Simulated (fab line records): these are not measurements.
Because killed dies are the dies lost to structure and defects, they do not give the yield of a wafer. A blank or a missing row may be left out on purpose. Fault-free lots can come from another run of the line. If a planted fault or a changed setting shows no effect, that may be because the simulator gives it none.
Matching of chambers    flow n5-finfet    rie-si-01 running N5_ZERO_LAYER_ETCH_18: 4 sister chambers
The step etches Si in HBr/Cl2, target depth 120 nm, time 40 s. 16 wafers are shown with their chamber, then 8 later ones without.

== WAFERS PAIRED WITH THEIR CHAMBERS ==
wafer   chamber  oes-product-au (a.u.)
L080.1  2        1.013
L080.2  1        0.986
L080.6  1        0.976
L085.1  1        0.986
L085.2  0        0.985
L085.6  1        0.977
L086.4  3        0.997
L086.5  1        0.987
L086.6  2        1.006
L087.1  2        1.004
L087.3  3        1.004
L087.5  3        0.995
L088.2  0        0.986
L088.3  2        1.011
L088.6  1        0.986
L093.1  0        0.981

SIGNATURES (means of the wafers above)
reading         chamber 0  chamber 1  chamber 2  chamber 3  scatter within a chamber
oes-product-au  0.98400    0.98300    1.00850    0.99867    0.00447
Rule: for a wafer and a chamber, the distance is found by dividing, reading by reading, the gap between the wafer's reading and the chamber's mean by the reading's scatter, squaring, summing and taking the root. If the next closest chamber is less than 2 further off than the closest, the wafer can't be placed; otherwise it belongs to the closest. How the scatter is found: for the shown wafers, subtract from each reading the mean of its chamber, square and add these, divide the total by (wafers less chambers), then take the root.

== WAFERS WHOSE CHAMBER IS MISSING ==
wafer   oes-product-au (a.u.)
L093.4  0.974
L093.5  1.015
L095.1  0.992
L095.3  0.984
L095.4  0.996
L097.1  0.986
L097.2  0.987
L097.5  0.994

== EACH ONE'S CHAMBER ==
wafer   from the rows above           in truth
L093.4  can't be placed: 1 or 0       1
L093.5  2                             2
L095.1  can't be placed: 3 or 0 or 1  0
L095.3  can't be placed: 0 or 1       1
L095.4  3                             3
L097.1  can't be placed: 0 or 1       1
L097.2  can't be placed: 0 or 1 or 3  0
L097.5  can't be placed: 3 or 0 or 1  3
Correct placement for 2 of the 8. From these rows, 6 cannot be placed; in 6 the true chamber is one of the candidates. 0 placed wrongly.
